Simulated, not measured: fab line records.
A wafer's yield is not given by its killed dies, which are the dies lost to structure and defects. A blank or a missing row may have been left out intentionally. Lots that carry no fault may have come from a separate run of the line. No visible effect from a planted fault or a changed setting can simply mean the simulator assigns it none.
Chamber matching ; flow nand harc ; NHARC_A_ZERO_WELL_ETCH_19 on rie diel-08 has 4 sister chambers
The step etches the open film in N2/H2, target depth 80 nm, overetch 24 nm, time 87.88 s. 18 wafers are shown with their chamber, then 9 later ones without.

## EACH WAFER AND ITS CHAMBER
wafer;chamber;drypump motor current A (A);rf vpp V (V);throttle valve pct (%)
L909.2;3;6.0;431.5;14.169
L909.4;3;6.0;433.3;14.179
L909.5;2;5.9;429.0;14.167
L908.3;2;5.9;428.9;14.167
L908.4;3;6.0;433.3;14.168
L908.6;2;5.9;428.7;14.165
L921.2;0;4.8;434.3;14.169
L921.3;2;6.0;427.9;14.160
L921.6;1;6.3;431.0;14.175
L923.3;2;5.9;427.9;14.168
L923.4;1;6.3;431.5;14.192
L923.6;2;6.0;429.4;14.175
L924.1;0;4.8;434.1;14.168
L924.3;2;5.9;427.7;14.172
L924.5;0;4.8;434.4;14.155
L925.3;1;6.3;432.9;14.173
L925.4;0;4.8;435.7;14.188
L925.6;0;4.8;434.5;14.186

SIGNATURES (averages over the wafers above)
reading;chamber 0;chamber 1;chamber 2;chamber 3;scatter within a chamber
drypump motor current A;4.800;6.300;5.929;6.000;0.0319
rf vpp V;434.600;431.800;428.500;432.700;0.771
throttle valve pct;14.17320;14.18000;14.16771;14.17200;0.00922
Rule: distance of a wafer from a chamber = root of the sum over the readings of ((wafer's reading minus chamber's mean) / reading's scatter) squared. The wafer belongs to the nearest chamber; if the next one is less than 2 further off, it can't be placed. The scatter: take each reading less its chamber's mean, square it, sum over the shown wafers, divide by the number of wafers less the number of chambers, and take the root.

## WAFERS WHOSE CHAMBER IS MISSING
wafer;drypump motor current A (A);rf vpp V (V);throttle valve pct (%)
L927.4;6.0;433.2;14.180
L927.5;6.0;426.4;14.177
L927.6;4.8;434.4;14.187
L928.2;5.9;429.2;14.166
L928.3;4.8;435.2;14.178
L928.4;6.0;433.9;14.172
L930.4;6.0;432.6;14.162
L930.5;4.8;435.5;14.174
L930.6;6.0;430.8;14.170

## WHICH CHAMBER EACH WENT THROUGH
wafer;from the rows above;in truth
L927.4;3;3
L927.5;2;2
L927.6;0;0
L928.2;2;2
L928.3;0;0
L928.4;3;3
L930.4;3;3
L930.5;0;0
L930.6;can't be placed: 3 or 2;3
Placed correctly: 8 of 9. Cannot be placed on the basis of these rows: 1; the candidates contain the true chamber in 1. 0 placed wrongly.
